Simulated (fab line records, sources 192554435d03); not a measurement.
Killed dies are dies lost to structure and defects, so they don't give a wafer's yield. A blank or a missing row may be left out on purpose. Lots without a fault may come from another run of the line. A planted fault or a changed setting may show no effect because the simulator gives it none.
fab line records | flow n5_finfet | part 2 of 2: steps 19 to 25 of 25
record lots=5 wafers=15 last_day=21
route steps=1938 shown BEOL_M1@781
lots that met no fault: from a run of the same line without faults
start_h: hours from the record's first day to the start of the lot's first wafer shown | wait_h: hours since the lot's step before | " the same as in the row above | L1.1+2: a row that stands for several wafers | - no value, or no start given | * or withheld: withheld | < > ~ a bound
route shown NAME@n: a module of which the file shows steps, and the number in the route of the first | usual: mean/standard deviation of fault-free wafers | same: alike in all rows | chamber/n: place in a boat | sites: the reading at each site | _std_site: their standard deviation | _edge_site: outer sites' mean less inner sites' | radius_mm: how far each site lies from the wafer's centre | mask NAME#n: copy n | behind: the tool/chamber that last shaped the wafer | hold: why the lot was held/for how many hours/how that ended | device: the transistor (n, p or np) that didn't switch | end of line: the same wafers' tests at the end of the route | a step without rows: its recipe alone | killed: dies lost to structure and defects at the first sort, not the wafer's yield | map: a wafer's dies, x killed, . not, _ none there
set.NAME: the setting as run; set.NAME@STEP: as run at that earlier step | model.NAME: the simulator's own value behind a step, which no gauge read
lots at some steps of the route; a table a step, a row a wafer
services: from which hour (start_h, from the record's first day; less than 0 if before it) a tool's chamber was out of use, for how many hours, and why
## steps
# step N5_BEOL_M1_STRIP_36
# recipe chemistry=N2/H2 power_w=450 temp_c=40 pressure_mtorr=20 rf_frequency_hz=6e+07 overash_fraction=0.3 bias_power_w=7 h2_frac=0.5 n2_flow_sccm=200 h2_flow_sccm=200
# usual drypump_motor_current_A=5.8/0.35 n2_flow_sccm=200.0/0.58 oes_product_au=0.83/0.087 rf_vpp_V=59.3/1.5 showerhead_plenum_p_Torr=2.53/0.083 throttle_valve_pct=23.65/0.22
# columns lot.wafer tool chamber start_h wait_h drypump_motor_current_A n2_flow_sccm oes_product_au rf_hours_counter_h rf_vpp_V showerhead_plenum_p_Torr throttle_valve_pct
L074.2 rie_diel-03 2 134.40 0.0 5.9 200.4 0.86 38 62.0 2.59 23.68
L074.4 " 3 " " 6.2 200.4 0.83 80 59.2 2.46 23.24
L074.6 " 1 " " 5.2 200.6 0.70 - 58.7 2.62 23.45
L077.2 rie_diel-06 1 158.28 0.0 6.3 199.7 0.99 3 55.6 2.50 23.63
L077.3 " 2 " " 5.5 199.6 0.81 99 58.8 2.57 23.37
L077.5 " 1 " " 6.3 200.0 0.99 - 60.4 2.50 23.64
L078.1 rie_diel-01 3 161.19 0.0 6.1 199.4 0.93 22 59.8 2.60 23.52
L078.2 " 1 " " 5.6 198.9 0.72 231 58.7 2.40 24.09
L078.3 " 0 " " 5.4 200.3 0.96 7 58.6 2.49 23.58
L092.3 rie_diel-06 0 244.18 0.0 6.5 200.8 0.74 163 59.8 2.64 23.75
L092.4 " 3 " " 5.8 199.2 0.67 249 59.2 2.40 23.51
L092.6 " 2 " " 5.5 199.7 0.79 - 58.3 2.56 23.41
L095.1 rie_diel-01 1 256.44 0.0 5.6 200.4 0.97 2 59.9 2.71 23.87
L095.2 " 3 " " 6.1 200.0 0.87 52 55.8 2.59 23.54
L095.3 " 0 " " 5.4 200.7 0.90 33 59.2 2.48 23.59
# step N5_BEOL_M1_TRENCH_ETCH_37
# recipe chemistry=C4F6/O2 target_depth_a=552.07 target=SiOC time_s=29 ion_energy_ev=250 pressure_mtorr=30 source_w=355 bias_w=185 Ar_flow_sccm=300 C4F6_flow_sccm=10 O2_flow_sccm=10
# usual drypump_motor_current_A=5.8/0.35 oes_o_777_au=0.83/0.086 oes_product_au=0.83/0.087 rf_vpp_V=661/7.7 showerhead_plenum_p_Torr=2.84/0.086 throttle_valve_pct=20.84/0.15
# columns lot.wafer tool chamber start_h wait_h drypump_motor_current_A oes_o_777_au oes_product_au rf_hours_counter_h rf_vpp_V showerhead_plenum_p_Torr throttle_valve_pct
L074.2 rie_diel-03 2 - - 5.9 0.88 0.86 38 659 2.90 20.81
L074.4 " 3 " " 6.1 0.84 0.83 80 655 2.76 20.61
L074.6 " 1 " " 5.2 0.70 0.71 - 676 2.93 20.65
L077.2 rie_diel-06 1 - - 6.3 0.98 0.98 3 650 2.81 20.89
L077.3 " 2 " " 5.5 0.82 0.81 99 663 2.88 20.81
L077.5 " 1 " " 6.3 0.99 0.98 - 651 2.81 20.89
L078.1 rie_diel-01 3 - - 6.1 0.94 0.93 22 653 2.90 20.64
L078.2 " 1 " " 5.6 0.71 0.71 231 658 2.70 21.12
L078.3 " 0 " " 5.4 0.93 0.95 7 658 2.81 20.86
L092.3 rie_diel-06 0 - - 6.5 0.76 0.75 163 668 2.95 20.84
L092.4 " 3 " " 5.8 0.68 0.67 249 656 2.69 20.73
L092.6 " 2 " " 5.5 0.80 0.79 - 663 2.87 20.84
L095.1 rie_diel-01 1 - - 5.7 0.96 0.98 2 669 3.03 20.77
L095.2 " 3 " " 6.1 0.89 0.87 52 653 2.88 20.69
L095.3 " 0 " " 5.4 0.86 0.88 33 658 2.80 20.87
# step N5_BEOL_M1_ETCH_41
# recipe chemistry=CH3F/O2 target=SiCN target_depth_a=319 taper_deg=2 time_s=57.8 ion_energy_ev=120 mask_material=TiN pressure_mtorr=30 source_w=395 bias_w=75 Ar_flow_sccm=150 CH3F_flow_sccm=30 O2_flow_sccm=20
# usual drypump_motor_current_A=5.8/0.35 oes_product_au=0.83/0.087 rf_vpp_V=297.4/1.5 showerhead_plenum_p_Torr=2.00/0.064 throttle_valve_pct=16.29/0.15
# columns lot.wafer tool chamber start_h wait_h drypump_motor_current_A oes_product_au rf_hours_counter_h rf_vpp_V showerhead_plenum_p_Torr throttle_valve_pct
L074.2 rie_diel-03 2 - - 5.9 0.86 38 296.8 2.04 16.21
L074.4 " 3 " " 6.2 0.83 80 295.7 1.94 16.08
L074.6 " 1 " " 5.2 0.71 - 299.4 2.06 16.18
L077.2 rie_diel-06 1 - - 6.3 0.98 3 296.8 1.97 16.26
L077.3 " 2 " " 5.5 0.81 99 297.0 2.03 16.24
L077.5 " 1 " " 6.3 0.98 - 297.3 1.97 16.27
L078.1 rie_diel-01 3 - - 6.1 0.92 22 298.7 2.04 16.08
L078.2 " 1 " " 5.6 0.71 231 294.9 1.89 16.61
L078.3 " 0 " " 5.4 0.95 7 297.6 1.97 16.24
L092.3 rie_diel-06 0 - - 6.5 0.75 163 297.7 2.08 16.33
L092.4 " 3 " " 5.8 0.68 249 294.7 1.89 16.26
L092.6 " 2 " " 5.5 0.78 - 297.9 2.02 16.27
L095.1 rie_diel-01 1 - - 5.6 0.97 2 300.6 2.14 16.17
L095.2 " 3 " " 6.1 0.87 52 297.7 2.03 16.14
L095.3 " 0 " " 5.4 0.89 33 298.5 1.96 16.28
# step N5_BEOL_M1_STRIP_97
# recipe chemistry=N2/H2 time_s=10 power_w=450 temp_c=40 pressure_mtorr=20 rf_frequency_hz=6e+07 bias_power_w=7 n2_flow_sccm=200 h2_flow_sccm=200
# usual drypump_motor_current_A=5.8/0.35 n2_flow_sccm=200.0/0.62 oes_product_au=0.83/0.087 rf_vpp_V=59.1/0.92 showerhead_plenum_p_Torr=2.53/0.083 throttle_valve_pct=23.65/0.22
# columns lot.wafer tool chamber start_h wait_h drypump_motor_current_A n2_flow_sccm oes_product_au rf_hours_counter_h rf_vpp_V showerhead_plenum_p_Torr throttle_valve_pct
L074.2 rie_diel-03 2 - - 5.9 199.3 0.86 38 59.4 2.59 23.68
L074.4 " 3 " " 6.2 200.2 0.84 80 59.7 2.46 23.20
L074.6 " 1 " " 5.2 199.8 0.71 - 59.3 2.62 23.46
L077.2 rie_diel-06 1 - - 6.2 200.1 0.98 3 59.0 2.50 23.63
L077.3 " 2 " " 5.5 200.1 0.81 99 59.5 2.57 23.38
L077.5 " 1 " " 6.3 201.7 0.97 - 58.2 2.50 23.64
L078.1 rie_diel-01 3 - - 6.1 200.8 0.92 22 60.6 2.60 23.49
L078.2 " 1 " " 5.6 200.2 0.72 231 58.4 2.40 24.11
L078.3 " 0 " " 5.4 200.1 0.95 7 57.3 2.49 23.57
L092.3 rie_diel-06 0 - - 6.5 200.4 0.75 163 59.0 2.64 23.75
L092.4 " 3 " " 5.8 200.7 0.68 249 59.4 2.39 23.52
L092.6 " 2 " " 5.5 199.4 0.78 - 60.4 2.56 23.42
L095.1 rie_diel-01 1 - - 5.6 199.7 0.99 2 60.6 2.71 23.83
L095.2 " 3 " " 6.1 200.5 0.87 52 57.9 2.59 23.54
L095.3 " 0 " " 5.4 200.7 0.88 33 59.5 2.48 23.63
# step N5_BEOL_M1_OCD_MEAS_38
# usual trench_depth_nm=55.4/0.77
# columns lot.wafer tool chamber start_h wait_h trench_depth_nm
L074.2 ocd-01 - 134.59 - 56.3
L074.4 " - " " 55.0
L074.6 " - " " 54.8
L077.2 ocd-02 - 158.48 - 55.6
L077.3 " - " " 55.6
L077.5 " - " " 55.3
L078.1 ocd-02 - 161.39 - 56.3
L078.2 " - " " 54.5
L078.3 " - " " 56.1
L092.3 ocd-02 - 244.38 - 54.3
L092.4 " - " " 54.1
L092.6 " - " " 55.6
L095.1 ocd-02 - 256.63 - 55.3
L095.2 " - " " 55.4
L095.3 " - " " 56.2
# step N5_BEOL_M1_HM_STRIP_39
# recipe chemistry=peroxide_tin_strip material=TiN target_depth_a=250 temp_c=50 time_s=158
# usual bath_guard_temp_C=50.0/0.63
# columns lot.wafer tool chamber start_h wait_h bath_guard_temp_C
L074.2 wet_bench-01 5 134.62 0.0 51.1
L074.4 " 7 " " 49.5
L074.6 " 4 " " 48.9
L077.2 wet_bench-01 1 158.51 0.0 50.8
L077.3 " 2 " " 50.9
L077.5 " 3 " " 50.9
L078.1 wet_bench-01 4 161.42 0.0 48.8
L078.2 " 1 " " 50.4
L078.3 " 5 " " 50.6
L092.3 wet_bench-02 1 244.41 0.0 49.7
L092.4 " 0 " " 50.3
L092.6 " 4 " " 49.3
L095.1 wet_bench-02 7 256.67 0.0 49.5
L095.2 " 0 " " 50.8
L095.3 " 3 " " 50.8
# step N5_BEOL_M1_SRD_40
# recipe time_s=30 temp_c=23 rinse_liquid=diw dry=ipa_marangoni
# columns lot.wafer tool chamber start_h wait_h
L074.2+4+6 wet_bench-01 5,7,4 134.67 0.0
L077.2+3+5 wet_bench-01 1,2,3 158.56 0.0
L078.1+2+3 wet_bench-01 4,1,5 161.47 0.0
L092.3+4+6 wet_bench-02 1,0,4 244.46 0.0
L095.1+2+3 wet_bench-02 7,0,3 256.71 0.0
## services
# columns tool chamber start_h hours kind
euv_scanner-02 - 119.14 4.6 pm
rie_diel-03 0 125.34 6.0 repair
euv_scanner-02 - 128.50 12.0 pm
euv_scanner-01 - 140.52 1.0 pm
rie_diel-01 2 154.65 6.9 repair
euv_scanner-02 - 167.69 4.9 repair
ald_sin-04 1 168.36 12.8 repair
ald_sin-02 3 170.47 2.3 repair
ald_sin-02 - 176.87 14.0 pm
rie_diel-01 0 189.86 5.1 repair
euv_scanner-01 - 196.21 1.0 pm
euv_scanner-02 - 197.22 1.0 pm
euv_scanner-02 - 206.10 0.5 repair
rie_diel-01 2 208.89 1.8 repair
ald_sin-04 - 220.95 0.9 repair
euv_scanner-02 - 223.33 5.8 pm
rie_diel-01 - 225.35 2.8 pm
ald_sin-04 1 232.79 7.4 repair
ald_sin-04 2 235.96 2.7 repair
ald_sin-04 3 241.21 4.3 repair
euv_scanner-01 - 243.49 4.6 pm
euv_scanner-01 - 252.36 1.0 pm
euv_scanner-02 - 253.37 1.0 pm
rie_diel-01 2 254.21 11.8 repair
